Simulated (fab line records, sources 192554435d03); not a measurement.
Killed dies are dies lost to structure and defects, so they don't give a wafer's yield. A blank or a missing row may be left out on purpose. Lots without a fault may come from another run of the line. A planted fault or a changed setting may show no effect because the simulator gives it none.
One fault seen from 2 desks | flow n5_finfet | each desk has only its own numbers; what lay behind them comes last

THE TOOL OWNER'S DESK: pecvd-01
The tool's own readings at N5_BEOL_M6_PECVD_70 (deposits SiO2 from TEOS/O2, target thk 20 nm, time 22.7 s): means of the sampled wafers that have a number, for each lot that ran on this tool. A lot is out of limits, marked OUT, if its mean lies more than 4 standard deviations from the usual mean; the brackets give that distance.
Columns: A = heater_power_w at N5_BEOL_M6_PECVD_70, usual 734 W; B = showerhead_plenum_p_Torr at N5_BEOL_M6_PECVD_70, usual 8.79 Torr; C = showerhead_vpp_V at N5_BEOL_M6_PECVD_70, usual 1313 V; D = throttle_valve_pct at N5_BEOL_M6_PECVD_70, usual 22.7 %
lot  | first seen here | A   | B    | C    | D
L171 | day 10 11:57    | 673 | 8.74 | 1333 | 22.6
L176 | day 10 15:47    | 700 | 8.77 | 1327 | 22.7
L186 | day 13 08:47    | 721 | 8.82 | 1316 | 23.1
This desk's finding: nothing out of limits on any of the 3 lots.

THE METROLOGY DESK
What the gauges read, lot by lot, whatever tool the lot ran on: means of the sampled wafers that have a number. A lot is out of limits, marked OUT, if its mean lies more than 4 standard deviations from the usual mean; the brackets give that distance.
Columns: A = M6_THK at N5_BEOL_M6_THK_MEAS_53, usual 80.1 nm; B = M6_RS at N5_BEOL_M6_RS_MEAS_57, usual 0.287 ohm/sq
lot  | first seen here | A    | B
L173 | day 9 16:14     | 82.3 | 0.274
L172 | day 10 00:07    | 78.1 | 0.292
L175 | day 10 07:44    | 80.4 | 0.286
L171 | day 10 21:41    | 80.9 | 0.284
L176 | day 10 22:08    | 79.6 | 0.287
L178 | day 10 22:13    | 81.7 | 0.284
L186 | day 13 16:41    | 81.6 | 0.285
L187 | day 13 19:05    | 78.1 | 0.294
L192 | day 15 05:04    | 79.7 | 0.289
L194 | day 15 12:07    | 78.5 | 0.297
This desk's finding: nothing out of limits on any of the 10 lots.

PUT TOGETHER
The tool owner's desk saw nothing out of limits.
The metrology desk saw nothing out of limits.

WHAT THE SIMULATOR HAD PUT IN
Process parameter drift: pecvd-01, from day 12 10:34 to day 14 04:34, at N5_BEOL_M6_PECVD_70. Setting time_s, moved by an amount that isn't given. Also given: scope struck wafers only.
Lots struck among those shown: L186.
